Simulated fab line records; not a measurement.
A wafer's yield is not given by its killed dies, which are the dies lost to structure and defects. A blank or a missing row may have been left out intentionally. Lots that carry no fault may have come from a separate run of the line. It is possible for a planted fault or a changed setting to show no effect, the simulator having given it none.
fab line records | flow n5-finfet | part 1 of 2: steps 1 to 4 of 6
[record] lots = 21 wafers = 63 last-day = 18
route steps=1938 shown BEOL_M0_SAQP@654
lots that met no fault: from a run of the same line without faults
start-h: hours from the record's opening day to when the first of the lot's shown wafers began | wait-h: hours from the lot's prior step to this one | " identical to the entry in the row above | L1.1+2: several wafers, shown together as one row | - no value present, or no start provided | * or withheld: withheld | < > ~ a bound
route shown NAME@n: a module of which the file shows steps, and the number in the route of the first | usual: mean/standard deviation of fault-free wafers | same: alike in all rows | chamber/n: place in a boat | sites: readings site by site | _std_site: the standard deviation of these | _edge_site: the outer-site mean with the inner-site mean subtracted | radius-mm: how far each site lies from the wafer's centre | mask NAME#n: copy n | behind: the most recent tool/chamber to have shaped the wafer | hold: the reason the lot was held/the length of the hold in hours/how it ended | device: whichever transistor did not switch (one of n, p or np) | end of line: at the end of the route, the tests of the same wafers | where a step has no rows: the recipe by itself | killed: dies lost to structure and defects at the first sort, not the wafer's yield | map: shows each die of a wafer: x if killed, . if not, _ if none is there
set.NAME: setting as actually run; set.NAME@STEP: the setting as run at that earlier step | model.NAME: the simulator's own value behind a step, which no gauge read
steps of the route over a sample of lots; a table a step, a row a wafer
services: the hour from which a tool's chamber was out of use, counted from the record's first day as start-h (under 0 if before that day), plus the number of hours and why
[[steps]]
[step N5_BEOL_M0_SAQP_ETCH_84]
[recipe] chemistry = N2/H2 target = SOC target-depth-a = 1000 overetch-a = 200 mask-material = SiARC temp-c = 40 time-s = 150 ion-energy-ev = 200 pressure-mtorr = 30 source-w = 840 bias-w = 150 n2-flow-sccm = 200 h2-flow-sccm = 200
[usual] drypump-motor-current-A = 5.7/0.38 oes-product-au = 0.67/0.044 rf-vpp-V = 524.9/2.1 showerhead-plenum-p-Torr = 2.58/0.073 throttle-valve-pct = 17.90/0.17
// columns lot.wafer tool chamber start-h wait-h drypump-motor-current-A oes-product-au rf-hours-counter-h rf-vpp-V showerhead-plenum-p-Torr throttle-valve-pct
L074.4 rie-diel-02 0 111.38 0.0 6.6 0.64 198 519.3 2.43 18.05
L074.5 " 3 " " 5.6 0.65 - 526.0 2.62 17.76
L074.6 " 0 " " 6.6 0.63 - 520.2 2.43 18.07
L076.2 rie-diel-02 0 120.63 0.0 6.6 0.64 201 520.4 2.43 18.07
L076.3 " 2 " " 5.2 0.69 134 526.8 2.65 17.98
L076.6 " 2 " " 5.1 0.69 - 528.5 2.65 17.98
L077.1 rie-diel-02 2 127.83 0.0 5.1 0.68 136 527.3 2.65 17.97
L077.2 " 3 " " 5.6 0.64 209 525.4 2.62 17.77
L077.4 " 1 " " 6.0 0.69 127 524.3 2.57 17.52
L078.1 rie-diel-03 3 141.18 0.0 5.6 0.67 178 523.5 2.54 18.04
L078.2 " 0 " " 5.3 0.71 128 526.7 2.67 17.89
L078.4 " 2 " " 5.8 0.63 236 523.0 2.49 17.90
L079.1 rie-diel-02 0 144.03 0.0 6.5 0.64 206 520.4 2.43 18.09
L079.4 " 1 " " 6.0 0.70 131 525.7 2.57 17.51
L079.5 " 1 " " 6.0 0.70 - 523.8 2.57 17.52
L080.2 rie-diel-06 2 147.46 0.0 6.1 0.68 135 526.6 2.66 17.98
L080.4 " 3 " " 5.7 0.64 216 527.7 2.64 18.08
L080.5 " 1 " " 5.8 0.65 - 524.6 2.62 17.97
L081.3 rie-diel-03 3 150.69 0.0 5.5 0.67 181 523.7 2.54 18.04
L081.5 " 1 " " 5.6 0.64 - 523.6 2.49 17.77
L081.6 " 2 " " 5.8 0.63 - 523.5 2.49 17.90
L082.2 rie-diel-03 2 162.63 0.0 5.8 0.63 243 523.8 2.49 17.92
L082.3 " 0 " " 5.3 0.71 134 528.4 2.67 17.89
L082.6 " 1 " " 5.5 0.64 - 523.2 2.49 17.78
L083.3 rie-diel-02 2 172.98 0.0 5.1 0.67 149 526.5 2.64 18.01
L083.4 " 0 " " 6.6 0.63 215 520.1 2.42 18.10
L083.5 " 3 " " 5.6 0.64 - 525.8 2.61 17.80
L084.4 rie-diel-02 3 178.06 0.0 5.6 0.64 223 524.6 2.61 17.81
L084.5 " 2 " " 5.1 0.67 - 526.5 2.64 18.01
L084.6 " 3 " " 5.6 0.64 - 524.2 2.61 17.80
L085.3 rie-diel-06 2 178.29 0.0 6.1 0.68 144 526.6 2.65 17.97
L085.5 " 2 " " 6.1 0.68 - 526.7 2.65 17.99
L085.6 " 3 " " 5.7 0.64 - 526.5 2.63 18.11
L086.1 rie-diel-02 1 181.05 0.0 6.0 0.69 143 523.7 2.56 17.55
L086.3 " 3 " " 5.6 0.63 224 527.1 2.61 17.81
L086.5 " 2 " " 5.1 0.67 - 526.1 2.64 18.00
L088.2 rie-diel-03 0 193.06 0.0 5.3 0.70 143 527.3 2.66 17.91
L088.3 " 1 " " 5.6 0.63 235 521.8 2.49 17.80
L088.6 " 1 " " 5.6 0.63 - 524.3 2.49 17.79
L087.1 rie-diel-03 1 202.14 0.0 5.5 0.63 241 524.4 2.49 17.80
L087.3 " 0 " " 5.3 0.70 148 527.6 2.66 17.91
L087.4 " 1 " " 5.5 0.63 - 522.2 2.49 17.81
L089.1 rie-diel-03 0 207.20 0.0 5.3 0.70 150 526.5 2.66 17.92
L089.2 " 3 " " 5.5 0.66 202 523.5 2.53 18.09
L089.4 " 1 " " 5.6 0.63 - 523.9 2.49 17.81
L090.3 rie-diel-03 1 209.27 0.0 5.5 0.63 244 523.6 2.49 17.80
L090.4 " 3 " " 5.6 0.66 - 523.8 2.53 18.08
L090.5 " 0 " " 5.3 0.70 - 525.4 2.66 17.94
L091.1 rie-diel-06 3 212.73 0.0 5.7 0.62 234 525.9 2.63 18.13
L091.3 " 2 " " 6.1 0.67 152 527.6 2.65 17.99
L091.6 " 3 " " 5.7 0.63 - 526.4 2.63 18.10
L092.3 rie-diel-03 0 224.48 0.0 5.4 0.68 158 526.7 2.66 17.93
L092.4 " 0 " " 5.3 0.69 - 526.0 2.66 17.93
L092.5 " 3 " " 5.5 0.65 - 524.3 2.53 18.10
L094.1 rie-diel-02 0 237.16 0.0 6.6 0.62 234 521.1 2.42 18.14
L094.5 " 1 " " 6.0 0.67 - 525.3 2.56 17.58
L094.6 " 0 " " 6.6 0.62 - 519.0 2.42 18.12
L096.1 rie-diel-06 2 243.25 0.0 6.1 0.67 166 527.7 2.64 18.00
L096.3 " 1 " " 5.8 0.65 229 528.3 2.61 17.98
L096.6 " 0 " " 5.4 0.75 - 525.9 2.58 17.71
L097.1 rie-diel-06 2 246.26 0.0 6.1 0.66 166 524.3 2.64 18.02
L097.2 " 3 " " 5.7 0.62 248 525.3 2.62 18.14
L097.4 " 1 " " 5.8 0.64 229 527.0 2.61 17.99
[step N5_BEOL_M0_SAQP_STRIP_86]
[recipe] chemistry = N2/H2 power-w = 500 temp-c = 40 pressure-mtorr = 50 rf-frequency-hz = 6e+07 overash-fraction = 0.3 bias-power-w = 28 h2-frac = 0.5 n2-flow-sccm = 300 h2-flow-sccm = 300
[usual] bias-power-w = 27.99/0.078 drypump-motor-current-A = 5.7/0.35 oes-product-au = 0.75/0.058 rf-vpp-V = 122.2/1.6 showerhead-plenum-p-Torr = 3.41/0.088 throttle-valve-pct = 18.99/0.22
// columns lot.wafer tool chamber start-h wait-h bias-power-w drypump-motor-current-A oes-product-au rf-hours-counter-h rf-vpp-V showerhead-plenum-p-Torr throttle-valve-pct
L074.4 rie-diel-06 1 111.68 0.0 28.06 5.8 0.72 208 120.3 3.46 18.80
L074.5 " 3 " " 28.12 5.7 0.74 - 124.7 3.48 19.14
L074.6 " 2 " " 28.06 6.1 0.79 - 124.6 3.51 18.95
L076.2 rie-diel-03 2 120.91 0.1 27.93 5.8 0.71 232 122.2 3.30 18.88
L076.3 " 0 " " 28.04 5.3 0.81 123 123.9 3.52 19.25
L076.6 " 2 " " 27.89 5.8 0.72 - 121.7 3.30 18.89
L077.1 rie-diel-03 3 128.12 0.1 27.99 5.6 0.75 176 123.4 3.36 19.18
L077.2 " 2 " " 28.00 5.8 0.71 234 122.4 3.30 18.88
L077.4 " 0 " " 28.07 5.4 0.82 125 122.3 3.52 19.28
L078.1 rie-diel-06 0 141.55 0.1 28.00 5.4 0.90 43 122.2 3.42 18.69
L078.2 " 2 " " 27.99 6.1 0.79 133 122.9 3.50 18.96
L078.4 " 3 " " 28.15 5.7 0.73 214 120.9 3.48 19.18
L079.1 rie-diel-02 2 144.32 0.1 28.05 5.2 0.76 140 123.7 3.49 18.92
L079.4 " 3 " " 28.13 5.6 0.71 213 122.8 3.45 19.13
L079.5 " 3 " " 28.01 5.6 0.71 - 119.1 3.45 19.10
L080.2 rie-diel-03 2 147.75 0.1 28.01 5.8 0.71 239 120.3 3.29 18.88
L080.4 " 1 " " 27.99 5.5 0.70 222 123.6 3.30 18.79
L080.5 " 3 " " 27.96 5.6 0.76 - 121.2 3.36 19.20
L081.3 rie-diel-06 0 150.98 0.1 28.06 5.3 0.88 46 123.4 3.42 18.68
L081.5 " 2 " " 28.01 6.1 0.78 - 123.4 3.50 19.00
L081.6 " 1 " " 28.01 5.8 0.73 - 122.7 3.45 18.81
L082.2 rie-diel-03 0 162.93 0.1 28.00 5.4 0.79 134 122.0 3.52 19.27
L082.3 " 3 " " 27.99 5.6 0.75 185 120.2 3.36 19.23
L082.6 " 1 " " 27.99 5.5 0.69 - 123.8 3.30 18.76
L083.3 rie-diel-06 0 173.26 0.1 28.02 5.4 0.88 52 120.6 3.42 18.71
L083.4 " 2 " " 27.94 6.1 0.77 143 123.0 3.50 19.00
L083.5 " 2 " " 27.94 6.1 0.77 - 123.3 3.50 18.97
L084.4 rie-diel-02 0 178.38 0.1 28.05 6.5 0.70 217 122.4 3.21 19.24
L084.5 " 0 " " 28.07 6.5 0.70 - 118.9 3.21 19.22
L084.6 " 1 " " 27.94 6.1 0.79 - 125.0 3.39 18.63
L085.3 rie-diel-06 3 178.57 0.1 27.91 5.7 0.71 224 120.0 3.47 19.21
L085.5 " 1 " " 27.88 5.8 0.70 - 124.2 3.45 18.85
L085.6 " 0 " " 27.89 5.3 0.88 - 119.7 3.41 18.70
L086.1 rie-diel-02 3 181.34 0.1 27.85 5.6 0.71 224 124.1 3.44 19.11
L086.3 " 0 " " 27.95 6.6 0.71 218 120.5 3.21 19.22
L086.5 " 2 " " 28.02 5.1 0.76 - 122.1 3.48 18.93
L088.2 rie-diel-02 3 193.35 0.1 28.13 5.6 0.69 227 122.6 3.44 19.12
L088.3 " 1 " " 27.99 6.1 0.78 146 121.6 3.38 18.65
L088.6 " 3 " " 27.95 5.5 0.70 - 123.0 3.44 19.10
L087.1 rie-diel-06 3 202.43 0.1 28.01 5.7 0.70 230 123.7 3.47 19.18
L087.3 " 2 " " 28.00 6.1 0.78 151 121.5 3.49 19.01
L087.4 " 3 " " 27.87 5.7 0.71 - 124.3 3.47 19.20
L089.1 rie-diel-03 3 207.49 0.1 27.91 5.6 0.73 202 122.7 3.35 19.27
L089.2 " 1 " " 28.00 5.5 0.69 243 120.3 3.29 18.81
L089.4 " 3 " " 28.08 5.6 0.74 - 121.7 3.35 19.24
L090.3 rie-diel-03 0 209.56 0.1 27.97 5.3 0.79 151 120.6 3.51 19.27
L090.4 " 3 " " 28.03 5.6 0.73 - 123.4 3.35 19.25
L090.5 " 0 " " 28.01 5.3 0.79 - 121.0 3.51 19.32
L091.1 rie-diel-06 2 213.02 0.1 28.09 6.1 0.76 152 125.3 3.49 19.03
L091.3 " 0 " " 28.04 5.3 0.86 63 120.9 3.41 18.71
L091.6 " 0 " " 28.18 5.3 0.85 - 120.1 3.41 18.71
L092.3 rie-diel-02 2 224.76 0.1 27.79 5.1 0.75 165 122.1 3.48 18.98
L092.4 " 0 " " 28.07 6.6 0.69 230 121.5 3.20 19.28
L092.5 " 2 " " 27.98 5.1 0.74 - 124.0 3.48 18.97
L094.1 rie-diel-06 3 237.45 0.1 27.87 5.7 0.70 245 123.2 3.46 19.26
L094.5 " 2 " " 27.95 6.1 0.75 - 123.8 3.49 19.05
L094.6 " 0 " " 28.11 5.3 0.83 - 123.8 3.40 18.77
L096.1 rie-diel-06 2 243.66 0.2 27.87 6.1 0.75 166 122.0 3.48 19.03
L096.3 " 0 " " 27.90 5.3 0.83 77 120.8 3.40 18.76
L096.6 " 1 " " 28.05 5.8 0.72 - 121.7 3.45 18.82
L097.1 rie-diel-02 0 246.55 0.1 28.10 6.5 0.68 238 122.1 3.20 19.24
L097.2 " 2 " " 27.96 5.2 0.74 172 119.9 3.47 18.98
L097.4 " 1 " " 27.93 6.0 0.76 163 124.6 3.37 18.66
[step N5_BEOL_M0_SAQP_RECESS_109]
[recipe] chemistry = HF/NH3 target = SiO2 target-depth-a = 30 afs-cycles = 1 temp-c = 30 sublimation-temp-c = 180 sublimation-time-s = 60
[usual] drypump-motor-current-A = 6.0/0.4
[same] afs-cycles = 1
// columns lot.wafer tool chamber start-h wait-h drypump-motor-current-A
L074.4 vapor-etch-02 1 113.77 0.1 5.7
L074.5 " 0 " " 6.4
L074.6 " 1 " " 5.6
L076.2 vapor-etch-02 1 122.97 0.0 5.6
L076.3 " 0 " " 6.4
L076.6 " 1 " " 5.6
L077.1 vapor-etch-02 0 130.17 0.0 6.4
L077.2 " 1 " " 5.6
L077.4 " 0 " " 6.3
L078.1 vapor-etch-02 1 143.89 0.0 5.6
L078.2 " 0 " " 6.4
L078.4 " 1 " " 5.6
L079.1 vapor-etch-02 0 146.97 0.0 6.4
L079.4 " 0 " " 6.4
L079.5 " 0 " " 6.4
L080.2 vapor-etch-01 0 149.83 0.0 5.7
L080.4 " 0 " " 5.7
L080.5 " 1 " " 6.6
L081.3 vapor-etch-02 1 153.87 0.1 5.6
L081.5 " 1 " " 5.6
L081.6 " 0 " " 6.4
L082.2 vapor-etch-02 0 165.12 0.0 6.4
L082.3 " 1 " " 5.6
L082.6 " 0 " " 6.4
L083.3 vapor-etch-02 0 175.59 0.1 6.4
L083.4 " 1 " " 5.6
L083.5 " 0 " " 6.4
L084.4 vapor-etch-01 0 180.70 0.1 5.7
L084.5 " 0 " " 5.7
L084.6 " 1 " " 6.6
L085.3 vapor-etch-02 0 183.20 0.1 6.4
L085.5 " 0 " " 6.4
L085.6 " 1 " " 5.7
L086.1 vapor-etch-01 1 184.85 0.0 6.6
L086.3 " 1 " " 6.6
L086.5 " 1 " " 6.6
L088.2 vapor-etch-01 1 197.50 0.0 6.6
L088.3 " 1 " " 6.6
L088.6 " 1 " " 6.6
L087.1 vapor-etch-02 1 204.68 0.0 5.6
L087.3 " 0 " " 6.4
L087.4 " 1 " " 5.6
L089.1 vapor-etch-02 0 209.54 0.0 6.4
L089.2 " 1 " " 5.7
L089.4 " 1 " " 5.6
L090.3 vapor-etch-02 0 212.18 0.1 6.4
L090.4 " 1 " " 5.6
L090.5 " 0 " " 6.4
L091.1 vapor-etch-01 0 215.66 0.0 5.7
L091.3 " 0 " " 5.7
L091.6 " 1 " " 6.6
L092.3 vapor-etch-02 0 227.03 0.1 6.4
L092.4 " 1 " " 5.7
L092.5 " 1 " " 5.6
L094.1 vapor-etch-01 1 240.47 0.0 6.6
L094.5 " 1 " " 6.6
L094.6 " 0 " " 5.7
L096.1 vapor-etch-02 1 245.84 0.0 5.6
L096.3 " 0 " " 6.4
L096.6 " 0 " " 6.4
L097.1 vapor-etch-02 0 248.85 0.0 6.4
L097.2 " 1 " " 5.6
L097.4 " 1 " " 5.6
[step N5_BEOL_M0_SAQP_SPACER2_ETCHBACK_27]
[recipe] chemistry = CHF3/O2 mode = anisotropic-etchback target = SiO2 target-depth-a = 225 time-s = 11.25 pressure-mtorr = 30 source-w = 650 bias-w = 170 Ar_flow_sccm = 200 CHF3_flow_sccm = 50 O2_flow_sccm = 5 ion-energy-ev = 200
[usual] O2_flow_sccm = 5.001/0.014 drypump-motor-current-A = 5.6/0.3 oes_ar_750_au = 0.75/0.054 oes_o_777_au = 0.76/0.06 oes-product-au = 0.75/0.061 rf-vpp-V = 519/9.7 showerhead-plenum-p-Torr = 2.45/0.06 throttle-valve-pct = 18.97/0.17
// columns lot.wafer tool chamber start-h wait-h O2_flow_sccm drypump-motor-current-A oes_ar_750_au oes_o_777_au oes-product-au rf-hours-counter-h rf-vpp-V showerhead-plenum-p-Torr throttle-valve-pct
L074.4 rie-diel-02 0 114.59 0.3 5.013 6.5 0.72 0.71 0.70 199 512 2.29 19.01
L074.5 " 2 " " 4.999 5.1 0.76 0.77 0.76 - 523 2.52 19.18
L074.6 " 3 " " 4.974 5.6 0.73 0.75 0.73 - 529 2.48 18.77
L076.2 rie-diel-03 1 123.88 0.5 5.007 5.5 0.71 0.69 0.72 216 522 2.40 19.05
L076.3 " 2 " " 4.982 5.8 0.71 0.72 0.71 233 514 2.37 19.01
L076.6 " 2 " " 4.998 5.8 0.71 0.73 0.71 - 513 2.36 19.03
L077.1 rie-diel-03 1 130.86 0.3 5.033 5.5 0.71 0.69 0.70 218 522 2.40 19.06
L077.2 " 0 " " 5.013 5.3 0.78 0.79 0.79 125 521 2.52 18.84
L077.4 " 2 " " 4.989 5.8 0.71 0.72 0.71 234 514 2.36 19.02
L078.1 rie-diel-06 3 144.84 0.5 4.999 5.7 0.73 0.73 0.72 214 506 2.49 19.09
L078.2 " 0 " " 5.023 5.3 0.85 0.87 0.87 44 529 2.46 18.76
L078.4 " 2 " " 4.988 6.1 0.77 0.78 0.77 134 529 2.51 19.06
L079.1 rie-diel-03 3 147.66 0.3 5.004 5.5 0.76 0.75 0.75 180 506 2.39 18.95
L079.4 " 2 " " 4.986 5.8 0.70 0.72 0.70 239 514 2.36 19.03
L079.5 " 2 " " 4.991 5.8 0.71 0.72 0.70 - 513 2.36 19.02
L080.2 rie-diel-03 1 152.61 0.3 5.000 5.5 0.71 0.68 0.70 224 521 2.40 19.06
L080.4 " 0 " " 5.007 5.3 0.78 0.79 0.78 131 519 2.52 18.84
L080.5 " 1 " " 5.007 5.5 0.71 0.68 0.70 - 520 2.40 19.06
L081.3 rie-diel-03 1 155.30 0.3 4.991 5.6 0.71 0.68 0.70 224 520 2.40 19.06
L081.5 " 1 " " 5.022 5.5 0.71 0.68 0.71 - 521 2.40 19.07
L081.6 " 0 " " 4.978 5.3 0.77 0.79 0.78 - 521 2.52 18.86
L082.2 rie-diel-03 2 165.94 0.4 5.001 5.8 0.70 0.72 0.69 243 512 2.36 19.05
L082.3 " 0 " " 4.985 5.3 0.78 0.79 0.79 134 520 2.52 18.85
L082.6 " 3 " " 4.992 5.6 0.75 0.75 0.74 - 506 2.39 18.96
L083.3 rie-diel-06 2 176.24 0.3 4.996 6.1 0.75 0.77 0.77 143 530 2.51 19.08
L083.4 " 1 " " 4.994 5.8 0.70 0.71 0.71 224 533 2.48 19.15
L083.5 " 3 " " 4.972 5.7 0.73 0.72 0.72 - 504 2.48 19.10
L084.4 rie-diel-03 3 182.62 0.3 4.992 5.5 0.75 0.74 0.74 191 506 2.39 18.94
L084.5 " 0 " " 4.990 5.3 0.77 0.79 0.78 - 522 2.51 18.86
L084.6 " 3 " " 4.998 5.5 0.75 0.74 0.74 - 506 2.39 18.96
L085.3 rie-diel-02 3 184.83 0.3 4.983 5.6 0.72 0.73 0.72 225 530 2.47 18.79
L085.5 " 3 " " 4.997 5.6 0.72 0.73 0.71 - 530 2.47 18.80
L085.6 " 2 " " 5.001 5.1 0.75 0.75 0.74 - 523 2.51 19.20
L086.1 rie-diel-02 3 185.55 0.3 5.022 5.6 0.71 0.73 0.71 225 528 2.47 18.81
L086.3 " 1 " " 4.995 6.0 0.76 0.76 0.77 144 535 2.40 18.45
L086.5 " 2 " " 5.006 5.2 0.75 0.75 0.75 - 525 2.51 19.21
L088.2 rie-diel-03 3 198.39 0.3 5.017 5.5 0.75 0.74 0.75 197 507 2.39 18.97
L088.3 " 1 " " 4.992 5.5 0.70 0.67 0.69 238 520 2.40 19.10
L088.6 " 0 " " 4.994 5.3 0.77 0.78 0.78 - 520 2.51 18.87
L087.1 rie-diel-06 0 205.37 0.3 4.981 5.3 0.84 0.84 0.86 60 530 2.45 18.78
L087.3 " 2 " " 5.005 6.0 0.75 0.76 0.75 152 528 2.51 19.09
L087.4 " 3 " " 4.996 5.7 0.71 0.72 0.71 - 505 2.48 19.13
L089.1 rie-diel-06 0 210.30 0.3 5.005 5.3 0.84 0.84 0.85 62 529 2.45 18.78
L089.2 " 3 " " 4.997 5.7 0.72 0.72 0.71 232 504 2.48 19.11
L089.4 " 3 " " 4.996 5.7 0.72 0.72 0.70 - 505 2.48 19.12
L090.3 rie-diel-06 3 212.90 0.4 5.021 5.7 0.72 0.72 0.71 234 504 2.48 19.13
L090.4 " 3 " " 5.007 5.7 0.72 0.72 0.71 - 506 2.48 19.13
L090.5 " 2 " " 5.011 6.1 0.75 0.76 0.76 - 527 2.51 19.09
L091.1 rie-diel-03 1 216.35 0.3 4.991 5.5 0.69 0.66 0.69 248 521 2.39 19.11
L091.3 " 3 " " 4.993 5.6 0.74 0.73 0.73 207 507 2.38 18.98
L091.6 " 1 " " 4.993 5.5 0.69 0.68 0.68 - 520 2.39 19.10
L092.3 rie-diel-06 0 227.69 0.3 4.987 5.4 0.83 0.84 0.85 69 529 2.45 18.78
L092.4 " 3 " " 4.991 5.7 0.71 0.71 0.71 - 505 2.48 19.13
L092.5 " 2 " " 5.024 6.1 0.75 0.75 0.76 - 529 2.50 19.11
L094.1 rie-diel-06 0 241.16 0.3 4.992 5.4 0.82 0.83 0.83 76 528 2.44 18.80
L094.5 " 2 " " 4.997 6.1 0.74 0.75 0.76 - 528 2.50 19.11
L094.6 " 3 " " 5.000 5.7 0.71 0.71 0.70 - 506 2.47 19.15
L096.1 rie-diel-06 3 246.53 0.3 5.008 5.7 0.71 0.70 0.70 248 505 2.47 19.15
L096.3 " 0 " " 5.018 5.3 0.82 0.83 0.81 78 529 2.44 18.81
L096.6 " 1 " " 5.017 5.8 0.71 0.71 0.70 - 534 2.48 19.15
L097.1 rie-diel-03 3 250.05 0.3 4.990 5.5 0.73 0.72 0.72 220 506 2.38 19.00
L097.2 " 2 " " 5.014 5.8 0.93 0.95 0.93 13 506 2.35 18.65
L097.4 " 1 " " 4.985 5.5 0.96 0.94 0.98 2 520 2.39 18.74
